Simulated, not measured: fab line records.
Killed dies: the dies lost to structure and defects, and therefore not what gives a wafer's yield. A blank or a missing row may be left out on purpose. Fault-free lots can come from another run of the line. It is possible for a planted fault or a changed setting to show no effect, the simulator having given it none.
fab line records	flow n5_finfet
record: lots: 7	wafers: 21
route steps=1938 shown ZERO_LAYER@4 PMOS_HMC_CHANNEL_EPI@62 FIN_SAQP@130 DUMMY_GATE@221 SD_EPI_N@288
start_h: hours from the record's first day to the start of the lot's first wafer shown	wait_h: how many hours have passed since the lot's step before this one	" as in the row above	L1.1+2: a row that stands for several wafers	- either no value or no given start	* or withheld: withheld	< > ~ a bound
route shown NAME@n: NAME is a module with steps in the file, n the number in the route of the first one	usual: the fault-free wafers' mean and standard deviation	same: alike in all rows	chamber/n: place in a boat	sites: per-site readings	_std_site: standard deviation across them	_edge_site: outer sites' mean less inner sites'	radius_mm: for every site, how far away it sits from the centre of the wafer	mask NAME#n: copy n	behind: the last tool/chamber to shape the wafer	hold: the reason the lot was held/the length of the hold in hours/how it ended	device: the n, p or np transistor that did not switch	end of line: tests of these same wafers at the route's end	where a step has no rows: the recipe by itself	killed: at the first sort, the dies lost to defects and structure; wafer yield is something else	map: per-die view of a wafer (x killed, . not killed, _ where there is no die)
set.NAME: the setting as run; set.NAME@STEP: as run at that earlier step	model.NAME: the simulator's own value behind a step, which no gauge read
lots where settings were altered on purpose, with a table for each step and a row for each wafer
== steps ==
step: N5_ZERO_LAYER_PECVD_02
recipe: material: SiO2	target_thk_a: 100	temp_c: 400	precursor: SiH4/N2O	pressure_torr: 0.75	rf_w: 275	time_s: 6
lot.wafer	tool	chamber	start_h	wait_h	set.time_s	model.SiO2_of_ZERO_LAYER_PECVD_02.thk_nm
L079.3	pecvd-02	0	42.28	0.0	6	9.955
L079.4	"	2	"	"	6	10.18
L079.5	"	0	"	"	6	10.5
L087.2	pecvd-03	2	90.28	0.0	6	9.892
L087.4	"	1	"	"	6	10.17
L087.5	"	2	"	"	6	9.961
L089.2	pecvd-01	1	102.29	0.0	6	10.06
L089.5	"	2	"	"	6	10.16
L089.6	"	0	"	"	6	10.14
L091.1	pecvd-03	1	114.31	0.0	6	10.12
L091.4	"	2	"	"	5.295	9.004
L091.6	"	1	"	"	6	10.34
L093.2	pecvd-03	0	126.28	0.0	6	9.842
L093.5	"	0	"	"	6	9.947
L093.6	"	1	"	"	5.573	9.333
L094.3	pecvd-03	2	132.29	0.0	6	9.794
L094.4	"	1	"	"	6	9.876
L094.5	"	0	"	"	6	9.911
L097.1	pecvd-03	2	150.28	0.0	5.641	9.081
L097.3	"	0	"	"	6	9.872
L097.5	"	2	"	"	5.641	9.244
step: N5_ZERO_LAYER_ETCH_18
recipe: chemistry: HBr/Cl2	target: Si	target_depth_a: 1200	time_s: 40	pressure_mtorr: 10	icp_w: 800	bias_w: 75	HBr_flow_sccm: 150	Cl2_flow_sccm: 80
lot.wafer	tool	chamber	start_h	wait_h	set.icp_w	model.etch.depth_nm	model.ZERO_LAYER.feature_depth_nm
L079.3	rie_si-01	0	42.91	0.0	800	122.2	122.2
L079.4	"	1	"	"	800	119.6	119.6
L079.5	"	3	"	"	800	121.9	121.9
L087.2	rie_si-06	3	90.79	0.0	886	126.2	126.2
L087.4	"	2	"	"	800	118.4	118.4
L087.5	"	2	"	"	800	117.5	117.5
L089.2	rie_si-01	1	102.97	0.0	800	118.8	118.8
L089.5	"	2	"	"	800	122.2	122.2
L089.6	"	1	"	"	800	119.4	119.4
L091.1	rie_si-03	3	114.81	0.0	917.4	126.2	126.2
L091.4	"	0	"	"	800	119.2	119.2
L091.6	"	0	"	"	917.4	127.4	127.4
L093.2	rie_si-03	2	126.92	0.0	936.8	127.1	127.1
L093.5	"	1	"	"	800	119.9	119.9
L093.6	"	0	"	"	800	121.4	121.4
L094.3	rie_si-03	0	132.81	0.0	800	121.2	121.2
L094.4	"	3	"	"	800	119.3	119.3
L094.5	"	2	"	"	800	118	118
L097.1	rie_si-03	3	150.91	0.0	800	119.5	119.5
L097.3	"	1	"	"	714.1	113.2	113.2
L097.5	"	1	"	"	714.1	112.6	112.6
step: N5_PMOS_HMC_CHANNEL_EPI_EXPOSE_06
recipe: mask_id: PMOS_HMC_BLK	na: 1.35	source_shape: conventional	sigma_outer: 0.8	polarization: unpolarized	target_cd_nm: 240	dose_mj: 41
lot.wafer	tool	chamber	start_h	wait_h	mask	set.dose_mj
L079.3+4	arfi_scanner-02	0	47.54	-	PMOS_HMC_BLK#0	38.54
L079.5	"	0	"	"	PMOS_HMC_BLK#0	41
L087.2+4+5	arfi_scanner-02	0	97.50	-	PMOS_HMC_BLK#0	41
L089.2+5	arfi_scanner-01	0	107.64	-	PMOS_HMC_BLK#0	39.08
L089.6	"	0	"	"	PMOS_HMC_BLK#0	41
L091.1	arfi_scanner-01	0	118.78	-	PMOS_HMC_BLK#0	43.96
L091.4+6	"	0	"	"	PMOS_HMC_BLK#0	41
L093.2+6	arfi_scanner-03	0	131.20	-	PMOS_HMC_BLK#0	38.87
L093.5	"	0	"	"	PMOS_HMC_BLK#0	41
L094.3+4+5	arfi_scanner-01	0	137.70	-	PMOS_HMC_BLK#0	41
L097.1+3	arfi_scanner-01	0	155.01	-	PMOS_HMC_BLK#0	41
L097.5	"	0	"	"	PMOS_HMC_BLK#0	42.86
step: N5_PMOS_HMC_CHANNEL_EPI_PEB_07
recipe: peb_temp_c: 110	peb_time_s: 60	resist: CAR-ArF-block
lot.wafer	tool	chamber	start_h	wait_h	set.peb_time_s
L079.3	litho_track-04	0	47.59	0.0	63.53
L079.4+5	"	0	"	"	60
L087.2	litho_track-05	0	97.55	0.0	63.54
L087.4+5	"	0	"	"	60
L089.2+5+6	litho_track-05	0	107.69	0.0	60
L091.1+4+6	litho_track-04	0	118.84	0.1	60
L093.2+5	litho_track-05	0	131.26	0.0	66.1
L093.6	"	0	"	"	60
L094.3+4+5	litho_track-04	0	137.75	0.0	60
L097.1+3+5	litho_track-04	0	155.06	0.1	60
step: N5_PMOS_HMC_CHANNEL_EPI_DEVELOP_08
recipe: develop_time_s: 30	developer: TMAH	resist: CAR-ArF-block	dev_temp_c: 23	rinse_liquid: diw	dry: air_spin
step: N5_PMOS_HMC_CHANNEL_EPI_CD_MEAS_09
recipe: target_cd_nm: 237.4	landing_energy_ev: 500	detector: se_inlens
usual: cd_nm: 237.4/1.1
lot.wafer	tool	chamber	start_h	wait_h	set.dose_mj@PMOS_HMC_CHANNEL_EPI_EXPOSE_06	cd_nm
L079.3	cd_sem-03	0	47.66	-	38.54	234.8
L079.4	"	0	"	"	38.54	232.8
L079.5	"	0	"	"	41	238.8
L087.2	cd_sem-03	0	97.61	-	41	238.6
L087.4	"	0	"	"	41	235.3
L087.5	"	0	"	"	41	236.4
L089.2	cd_sem-01	0	107.76	-	39.08	233.8
L089.5	"	0	"	"	39.08	234.7
L089.6	"	0	"	"	41	238.9
L091.1	cd_sem-01	0	118.90	-	43.96	243.6
L091.4	"	0	"	"	41	239.6
L091.6	"	0	"	"	41	238.6
L093.2	cd_sem-02	0	131.32	-	38.87	235.7
L093.5	"	0	"	"	41	241.5
L093.6	"	0	"	"	38.87	233.9
L094.3	cd_sem-01	0	137.82	-	41	237.1
L094.4	"	0	"	"	41	237.1
L094.5	"	0	"	"	41	238.3
L097.1	cd_sem-03	0	155.13	-	41	239.7
L097.3	"	0	"	"	41	238.9
L097.5	"	0	"	"	42.86	242.7
step: N5_PMOS_HMC_CHANNEL_EPI_DESCUM_14
recipe: chemistry: O2	time_s: 7.9	source_power_w: 50	bias_power_w: 20	pressure_mtorr: 20	rf_frequency_hz: 2.712e+07	temp_c: 40	resist: CAR-ArF-block	o2_flow_sccm: 225
lot.wafer	tool	chamber	start_h	wait_h	set.dose_mj@PMOS_HMC_CHANNEL_EPI_EXPOSE_06	model.PMOS_HMC_CHANNEL_EPI.cd_nm
L079.3	rie_diel-03	2	47.74	0.0	38.54	234.9
L079.4	"	0	"	"	38.54	232.8
L079.5	"	0	"	"	41	238.6
L087.2	rie_diel-04	0	97.87	0.2	41	238.6
L087.4	"	2	"	"	41	235.3
L087.5	"	1	"	"	41	235.9
L089.2	rie_diel-04	0	108.22	0.4	39.08	234.1
L089.5	"	1	"	"	39.08	234.5
L089.6	"	0	"	"	41	239.1
L091.1	rie_diel-06	0	118.99	0.0	43.96	243.8
L091.4	"	1	"	"	41	239.6
L091.6	"	1	"	"	41	239.1
L093.2	rie_diel-04	1	131.42	0.0	38.87	235.7
L093.5	"	3	"	"	41	241.2
L093.6	"	2	"	"	38.87	233.8
L094.3	rie_diel-04	2	138.00	0.1	41	237.1
L094.4	"	3	"	"	41	237.2
L094.5	"	2	"	"	41	238
L097.1	rie_diel-03	1	155.22	0.0	41	239.6
L097.3	"	3	"	"	41	238.8
L097.5	"	1	"	"	42.86	242.9
step: N5_PMOS_HMC_CHANNEL_EPI_ETCH_32
recipe: chemistry: N2/H2	target: BARC	stop_on: SiO2	target_depth_a: 858	over_etch_frac: 0.3	time_s: 50.3	ion_energy_ev: 200	mask_material: CAR-ArF-block	pressure_mtorr: 30	source_w: 840	bias_w: 150	n2_flow_sccm: 200	h2_flow_sccm: 200
lot.wafer	tool	chamber	start_h	wait_h	set.dose_mj@PMOS_HMC_CHANNEL_EPI_EXPOSE_06	model.PMOS_HMC_CHANNEL_EPI.cd_nm
L079.3	rie_diel-03	2	47.78	0.0	38.54	237.4
L079.4	"	0	"	"	38.54	236.3
L079.5	"	0	"	"	41	242
L087.2	rie_diel-04	0	97.91	0.0	41	241.1
L087.4	"	2	"	"	41	238.1
L087.5	"	1	"	"	41	239.3
L089.2	rie_diel-04	0	108.26	0.0	39.08	236.8
L089.5	"	1	"	"	39.08	238.1
L089.6	"	0	"	"	41	241.9
L091.1	rie_diel-06	0	119.03	0.0	43.96	246.6
L091.4	"	1	"	"	41	241.9
L091.6	"	1	"	"	41	241.3
L093.2	rie_diel-04	1	131.46	0.0	38.87	239.4
L093.5	"	3	"	"	41	244.5
L093.6	"	2	"	"	38.87	236.9
L094.3	rie_diel-04	2	138.03	0.0	41	240.2
L094.4	"	3	"	"	41	240.1
L094.5	"	2	"	"	41	241.1
L097.1	rie_diel-03	1	155.26	0.0	41	241.6
L097.3	"	3	"	"	41	240.9
L097.5	"	1	"	"	42.86	245.2
step: N5_PMOS_HMC_CHANNEL_EPI_HM_OPEN_15
recipe: chemistry: CHF3/O2	target: SiO2	mask_material: CAR-ArF-block	target_depth_a: 406	CHF3_flow_sccm: 50	O2_flow_sccm: 5	Ar_flow_sccm: 200	time_s: 20.3	pressure_mtorr: 30	source_w: 650	bias_w: 170	ion_energy_ev: 200
lot.wafer	tool	chamber	start_h	wait_h	set.dose_mj@PMOS_HMC_CHANNEL_EPI_EXPOSE_06	model.PMOS_HMC_CHANNEL_EPI.cd_nm
L079.3	rie_diel-03	2	47.82	0.0	38.54	237.4
L079.4	"	0	"	"	38.54	236.2
L079.5	"	0	"	"	41	242
L087.2	rie_diel-04	0	97.95	0.0	41	241.1
L087.4	"	2	"	"	41	238.1
L087.5	"	1	"	"	41	239.4
L089.2	rie_diel-04	0	108.30	0.0	39.08	236.8
L089.5	"	1	"	"	39.08	238.1
L089.6	"	0	"	"	41	241.9
L091.1	rie_diel-06	0	119.07	0.0	43.96	246.7
L091.4	"	1	"	"	41	241.8
L091.6	"	1	"	"	41	241.2
L093.2	rie_diel-04	1	131.50	0.0	38.87	239.4
L093.5	"	3	"	"	41	244.5
L093.6	"	2	"	"	38.87	236.8
L094.3	rie_diel-04	2	138.08	0.0	41	240
L094.4	"	3	"	"	41	240.1
L094.5	"	2	"	"	41	241
L097.1	rie_diel-03	1	155.30	0.0	41	241.6
L097.3	"	3	"	"	41	240.9
L097.5	"	1	"	"	42.86	245.2
step: N5_FIN_SAQP_ETCH_65
recipe: chemistry: CF4	target: SiO2	target_depth_a: 40	ion_energy_ev: 350	time_s: 4.4	pressure_mtorr: 10	icp_w: 800	bias_w: 400	cf4_flow_sccm: 80
lot.wafer	tool	chamber	start_h	wait_h	set.time_s	model.etch.depth_nm
L079.3	rie_si-06	3	55.01	0.1	4.4	4.061
L079.4	"	1	"	"	4.4	4.016
L079.5	"	3	"	"	5.15	4.703
L087.2	rie_si-03	1	104.97	0.1	3.531	3.255
L087.4	"	3	"	"	3.531	3.208
L087.5	"	2	"	"	4.4	3.949
L089.2	rie_si-01	2	114.92	0.1	4.4	4.123
L089.5	"	0	"	"	4.92	4.506
L089.6	"	1	"	"	4.92	4.449
L091.1	rie_si-01	3	127.01	0.1	4.4	4.063
L091.4	"	0	"	"	4.4	4.026
L091.6	"	1	"	"	4.4	3.937
L093.2	rie_si-01	1	139.69	0.1	4.4	4.004
L093.5	"	1	"	"	4.4	3.963
L093.6	"	0	"	"	4.944	4.554
L094.3	rie_si-01	0	145.28	0.1	4.4	4.053
L094.4	"	1	"	"	4.4	4.014
L094.5	"	3	"	"	4.4	4.067
L097.1	rie_si-06	2	162.86	0.1	4.4	4.013
L097.3	"	3	"	"	4.4	4.019
L097.5	"	0	"	"	4.4	4.016
step: N5_DUMMY_GATE_PECVD_30
recipe: material: SiO2	target_thk_a: 550	temp_c: 400	precursor: TEOS/O2	pressure_torr: 6.5	rf_w: withheld	teos_flow_sccm: withheld	gas: O2	flow_sccm: 2650	time_s: 10.8
lot.wafer	tool	chamber	start_h	wait_h	set.time_s	model.SiO2_of_DUMMY_GATE_PECVD_30.thk_nm
L079.3	pecvd-01	2	77.65	0.1	10.8	54.8
L079.4	"	1	"	"	11.68	60.4
L079.5	"	1	"	"	10.8	56.4
L087.2	pecvd-01	2	125.71	0.0	12.13	61.6
L087.4	"	1	"	"	10.8	56.4
L087.5	"	0	"	"	10.8	55.4
L089.2	pecvd-03	2	135.65	0.0	9.649	48.2
L089.5	"	1	"	"	9.649	49.4
L089.6	"	2	"	"	9.649	49.2
L091.1	pecvd-04	0	149.34	0.0	11.27	56.2
L091.4	"	1	"	"	10.8	54
L091.6	"	0	"	"	11.27	57.8
L093.2	pecvd-04	2	160.21	0.0	12.2	60
L093.5	"	2	"	"	12.2	61.6
L093.6	"	1	"	"	12.2	62
L094.3	pecvd-04	1	166.11	0.0	10.8	53.8
L094.4	"	0	"	"	10.8	55.2
L094.5	"	1	"	"	10.8	55.4
L097.1+5	pecvd-03	1,0	185.17	0.0	10.8	54.2
L097.3	"	0	"	"	10.8	53.4
step: N5_DUMMY_GATE_COAT_09
recipe: resist: CAR-EUV	spin_rpm: 1500	resist_thk_nm: 30
lot.wafer	tool	chamber	start_h	wait_h	set.spin_rpm	model.CAR-EUV_of_DUMMY_GATE_COAT_09.thk_nm
L079.3+4+5	litho_track-01	0	-	-	1500	30
L087.2	litho_track-01	0	-	-	1557	29.4
L087.4	"	0	"	"	1500	30.2
L087.5	"	0	"	"	1557	29.6
L089.2+6	litho_track-01	0	-	-	1443	30.6
L089.5	"	0	"	"	1500	30
L091.1+4	litho_track-04	0	-	-	1500	30
L091.6	"	0	"	"	1500	30.2
L093.2	litho_track-01	0	-	-	1569	29.4
L093.5+6	"	0	"	"	1500	30
L094.3+4	litho_track-04	0	-	-	1500	30.2
L094.5	"	0	"	"	1500	30
L097.1+5	litho_track-05	0	-	-	1500	30
L097.3	"	0	"	"	1365	31.4
step: N5_DUMMY_GATE_EBR_11
recipe: solvent: PGMEA	ebr_width_mm: 1.5
step: N5_DUMMY_GATE_SOFTBAKE_10
recipe: temp_c: 110	time_s: 60	resist: CAR-EUV
step: N5_DUMMY_GATE_EXPOSE_12
recipe: mask_id: GATE	na: 0.33	source_shape: annular	sigma_inner: 0.2	sigma_outer: 0.6	polarization: unpolarized	target_cd_nm: 25	dose_mj: 34
step: N5_DUMMY_GATE_PEB_13
recipe: peb_temp_c: 100	peb_time_s: 60	resist: CAR-EUV
step: N5_DUMMY_GATE_DEVELOP_14
recipe: develop_time_s: 30	developer: TMAH	resist: CAR-EUV	rinse_liquid: surfactant_rinse	dry: air_spin	dev_temp_c: 23
lot.wafer	tool	chamber	start_h	wait_h	set.spin_rpm@DUMMY_GATE_COAT_09	model.CAR-EUV_of_DUMMY_GATE_COAT_09.thk_nm
L079.3+4	litho_track-04	0	-	-	1500	29.6
L079.5	"	0	"	"	1500	29.4
L087.2+5	litho_track-04	0	-	-	1557	29
L087.4	"	0	"	"	1500	29.6
L089.2+6	litho_track-01	0	-	-	1443	30
L089.5	"	0	"	"	1500	29.4
L091.1+4	litho_track-04	0	-	-	1500	29.6
L091.6	"	0	"	"	1500	29.8
L093.2	litho_track-01	0	-	-	1569	28.8
L093.5+6	"	0	"	"	1500	29.6
L094.3	litho_track-01	0	-	-	1500	29.8
L094.4+5	"	0	"	"	1500	29.6
L097.1+5	litho_track-05	0	-	-	1500	29.4
L097.3	"	0	"	"	1365	31
step: N5_DUMMY_GATE_DESCUM_20
recipe: chemistry: O2	time_s: 6.2	source_power_w: 50	bias_power_w: 20	pressure_mtorr: 20	rf_frequency_hz: 2.712e+07	temp_c: 40	resist: CAR-EUV	o2_flow_sccm: 225
lot.wafer	tool	chamber	start_h	wait_h	set.spin_rpm@DUMMY_GATE_COAT_09	model.CAR-EUV_of_DUMMY_GATE_COAT_09.thk_nm
L079.3+4+5	rie_diel-03	0,1,3	78.63	0.6	1500	26.4
L087.2+5	rie_diel-06	3	126.30	0.0	1557	26
L087.4	"	2	"	"	1500	26.6
L089.2+6	rie_diel-04	2,0	136.51	0.4	1443	27
L089.5	"	3	"	"	1500	26.4
L091.1+4+6	rie_diel-04	1,2,0	149.79	0.0	1500	26.6
L093.2	rie_diel-04	0	160.66	0.0	1569	25.8
L093.5	"	0	"	"	1500	26.4
L093.6	"	3	"	"	1500	26.6
L094.3+4+5	rie_diel-03	0,3,1	166.56	0.0	1500	26.6
L097.1+5	rie_diel-04	0,1	185.62	0.0	1500	26.4
L097.3	"	2	"	"	1365	27.8
step: N5_DUMMY_GATE_ETCH_29
recipe: chemistry: N2/H2	target: underlayer	target_depth_a: 130	ion_energy_ev: 200	pressure_mtorr: 30	source_w: 840	bias_w: 150	n2_flow_sccm: 200	h2_flow_sccm: 200
step: N5_DUMMY_GATE_ETCH_36
recipe: chemistry: CF4	target: SiARC	target_depth_a: 130	pressure_mtorr: 40	source_w: 545	bias_w: 36	Ar_flow_sccm: 100	cf4_flow_sccm: 100	ion_energy_ev: 80
step: N5_DUMMY_GATE_ETCH_31
recipe: chemistry: C4F6/O2	target: SiO2	mask_material: SOC	target_depth_a: 825	time_s: 27.5	ion_energy_ev: 250	pressure_mtorr: 30	source_w: 345	bias_w: 185	Ar_flow_sccm: 300	C4F6_flow_sccm: 10	O2_flow_sccm: 10
step: N5_DUMMY_GATE_STRIP_41
recipe: chemistry: O2	power_w: 400	temp_c: 40	pressure_mtorr: 30	rf_frequency_hz: 6e+07	bias_power_w: 0	overash_fraction: 0.3	o2_flow_sccm: 225
step: N5_DUMMY_GATE_HM_OPEN_21
recipe: chemistry: CH3F/O2	target: SiNx	target_depth_a: 1200	Ar_flow_sccm: 150	CH3F_flow_sccm: 30	O2_flow_sccm: 23	time_s: 171.4	pressure_mtorr: 30	source_w: 395	bias_w: 73	ion_energy_ev: 120.7
lot.wafer	tool	chamber	start_h	wait_h	set.time_s@DUMMY_GATE_PECVD_30	model.SiO2_of_DUMMY_GATE_PECVD_30.thk_nm
L079.3	rie_diel-04	0	79.14	0.0	10.8	45
L079.4	"	1	"	"	11.68	50.8
L079.5	"	2	"	"	10.8	46.2
L087.2	rie_diel-06	1	126.80	0.0	12.13	52
L087.4	"	0	"	"	10.8	46.6
L087.5	"	3	"	"	10.8	46
L089.2	rie_diel-04	2	137.09	0.0	9.649	38
L089.5	"	1	"	"	9.649	40
L089.6	"	2	"	"	9.649	39
L091.1	rie_diel-04	3	150.30	0.0	11.27	46.2
L091.4	"	0	"	"	10.8	44
L091.6	"	0	"	"	11.27	48
L093.2	rie_diel-03	0	161.17	0.0	12.2	50
L093.5	"	3	"	"	12.2	52
L093.6	"	1	"	"	12.2	52.4
L094.3	rie_diel-03	0	167.07	0.0	10.8	44
L094.4	"	2	"	"	10.8	44.8
L094.5	"	1	"	"	10.8	46
L097.1	rie_diel-04	3	186.13	0.0	10.8	44.4
L097.3	"	1	"	"	10.8	43.8
L097.5	"	1	"	"	10.8	44.6
step: N5_DUMMY_GATE_ETCH_32
recipe: chemistry: CF4	target: SiO2	target_depth_a: 35	time_s: 3.9	ion_energy_ev: 350	pressure_mtorr: 10	icp_w: 800	bias_w: 400	cf4_flow_sccm: 80
lot.wafer	tool	chamber	start_h	wait_h	set.time_s@DUMMY_GATE_PECVD_30	model.SiO2_of_DUMMY_GATE_PECVD_30.thk_nm
L079.3	rie_si-02	1	79.30	0.1	10.8	41.6
L079.4	"	2	"	"	11.68	47.4
L079.5	"	1	"	"	10.8	42.8
L087.2	rie_si-04	2	126.96	0.1	12.13	48.8
L087.4	"	0	"	"	10.8	43.2
L087.5	"	1	"	"	10.8	42.6
L089.2	rie_si-05	2	137.25	0.1	9.649	34.6
L089.5	"	3	"	"	9.649	36.4
L089.6	"	2	"	"	9.649	35.6
L091.1	rie_si-05	1	150.46	0.1	11.27	42.6
L091.4	"	0	"	"	10.8	40.4
L091.6	"	0	"	"	11.27	44.4
L093.2	rie_si-04	0	161.33	0.1	12.2	46.6
L093.5	"	3	"	"	12.2	48.4
L093.6	"	2	"	"	12.2	49
L094.3	rie_si-05	3	167.23	0.1	10.8	40.4
L094.4	"	0	"	"	10.8	41.2
L094.5	"	1	"	"	10.8	42.4
L097.1	rie_si-04	2	186.29	0.1	10.8	41.2
L097.3	"	1	"	"	10.8	40.2
L097.5	"	1	"	"	10.8	41
step: N5_SD_EPI_N_EPI_21
recipe: material: Si:P	dopant: P	temp_c: 680	pressure_torr: 255	time_s: 690
lot.wafer	tool	chamber	start_h	wait_h	set.time_s	model.Si-P_of_SD_EPI_N_EPI_21.thk_nm
L079.3	epi_rpcvd-01	0	83.21	0.7	756.8	63.6
L079.4	"	0	"	"	690	59.6
L079.5	"	0	"	"	690	59.2
L087.2	epi_rpcvd-01	0	130.67	0.4	690	58.4
L087.4	"	0	"	"	690	59
L087.5	"	0	"	"	590.1	53.8
L089.2	epi_rpcvd-03	0	141.93	0.5	690	57.8
L089.5	"	0	143.05	1.5	690	58.4
L089.6	"	0	"	"	600.3	53.4
L091.1	epi_rpcvd-03	0	153.89	0.2	620.6	53.4
L091.4	"	0	155.01	1.2	690	57.6
L091.6	"	0	"	"	620.6	54
L093.2	epi_rpcvd-03	0	165.90	0.7	609.4	55.4
L093.5	"	0	167.39	2.0	690	60
L093.6	"	0	"	"	690	59.6
L094.3	epi_rpcvd-02	0	171.36	0.7	690	59.8
L094.4+5	"	0	"	"	690	59.6
L097.1	epi_rpcvd-01	0	192.10	0.1	769.9	64.8
L097.3	"	0	"	"	690	60.4
L097.5	"	0	"	"	690	59.8
step: N5_SD_EPI_N_EPI_MEAS_23
recipe: mode: xrd
usual: thk_nm: 59.2/1.2
lot.wafer	tool	chamber	start_h	wait_h	set.time_s@SD_EPI_N_EPI_21	thk_nm
L079.3	film_metro-01	-	84.37	0.9	756.8	62.2
L079.4	"	-	"	"	690	59.8
L079.5	"	-	"	"	690	60.1
L087.2	film_metro-01	-	132.13	1.2	690	55.3
L087.4	"	-	"	"	690	57.7
L087.5	"	-	"	"	590.1	54.2
L089.2	film_metro-01	-	143.83	1.5	690	57.3
L089.5	"	-	"	"	690	59.0
L089.6	"	-	"	"	600.3	52.2
L091.1	film_metro-02	-	156.17	1.9	620.6	54.7
L091.4	"	-	"	"	690	56.3
L091.6	"	-	"	"	620.6	54.7
L093.2	film_metro-01	-	168.42	2.1	609.4	56.6
L093.5	"	-	"	"	690	60.4
L093.6	"	-	"	"	690	60.2
L094.3	film_metro-01	-	172.52	0.9	690	60.7
L094.4	"	-	"	"	690	57.7
L094.5	"	-	"	"	690	58.7
L097.1	film_metro-02	-	193.82	1.4	769.9	65.3
L097.3	"	-	"	"	690	60.0
L097.5	"	-	"	"	690	60.9
== key ==
split: step: N5_ZERO_LAYER_PECVD_02	setting: time_s	stated: 6	by: wafer
response: step: N5_ZERO_LAYER_PECVD_02	reading: model.SiO2_of_ZERO_LAYER_PECVD_02.thk_nm	change: +0.101	per: 1%	r: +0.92
split: step: N5_ZERO_LAYER_ETCH_18	setting: icp_w	stated: 800	by: wafer
response: step: N5_ZERO_LAYER_ETCH_18	reading: model.etch.depth_nm	change: +0.515	per: 1%	r: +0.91
response: step: N5_ZERO_LAYER_ETCH_18	reading: model.ZERO_LAYER.feature_depth_nm	change: +0.515	per: 1%	r: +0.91
split: step: N5_PMOS_HMC_CHANNEL_EPI_EXPOSE_06	setting: dose_mj	stated: 41	by: wafer
response: step: N5_PMOS_HMC_CHANNEL_EPI_CD_MEAS_09	reading: cd_nm	change: +0.857	per: 1%	r: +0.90
response: step: N5_PMOS_HMC_CHANNEL_EPI_DESCUM_14	reading: model.PMOS_HMC_CHANNEL_EPI.cd_nm	change: +0.85	per: 1%	r: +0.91
response: step: N5_PMOS_HMC_CHANNEL_EPI_ETCH_32	reading: model.PMOS_HMC_CHANNEL_EPI.cd_nm	change: +0.881	per: 1%	r: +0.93
response: step: N5_PMOS_HMC_CHANNEL_EPI_HM_OPEN_15	reading: model.PMOS_HMC_CHANNEL_EPI.cd_nm	change: +0.888	per: 1%	r: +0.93
split: step: N5_PMOS_HMC_CHANNEL_EPI_PEB_07	setting: peb_time_s	stated: 60	by: wafer
response none clear
split: step: N5_FIN_SAQP_ETCH_65	setting: time_s	stated: 4.4	by: wafer
response: step: N5_FIN_SAQP_ETCH_65	reading: model.etch.depth_nm	change: +0.0378	per: 1%	r: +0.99
split: step: N5_DUMMY_GATE_PECVD_30	setting: time_s	stated: 10.8	by: wafer
response: step: N5_DUMMY_GATE_PECVD_30	reading: model.SiO2_of_DUMMY_GATE_PECVD_30.thk_nm	change: +0.516	per: 1%	r: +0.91
response: step: N5_DUMMY_GATE_HM_OPEN_21	reading: model.SiO2_of_DUMMY_GATE_PECVD_30.thk_nm	change: +0.532	per: 1%	r: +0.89
response: step: N5_DUMMY_GATE_ETCH_32	reading: model.SiO2_of_DUMMY_GATE_PECVD_30.thk_nm	change: +0.542	per: 1%	r: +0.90
split: step: N5_DUMMY_GATE_COAT_09	setting: spin_rpm	stated: 1500	by: wafer
response: step: N5_DUMMY_GATE_COAT_09	reading: model.CAR-EUV_of_DUMMY_GATE_COAT_09.thk_nm	change: -0.155	per: 1%	r: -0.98
response: step: N5_DUMMY_GATE_DEVELOP_14	reading: model.CAR-EUV_of_DUMMY_GATE_COAT_09.thk_nm	change: -0.173	per: 1%	r: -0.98
response: step: N5_DUMMY_GATE_DESCUM_20	reading: model.CAR-EUV_of_DUMMY_GATE_COAT_09.thk_nm	change: -0.156	per: 1%	r: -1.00
split: step: N5_SD_EPI_N_EPI_21	setting: time_s	stated: 690	by: wafer
response: step: N5_SD_EPI_N_EPI_21	reading: model.Si-P_of_SD_EPI_N_EPI_21.thk_nm	change: +0.376	per: 1%	r: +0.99
response: step: N5_SD_EPI_N_EPI_MEAS_23	reading: thk_nm	change: *	per: 1%	r: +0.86
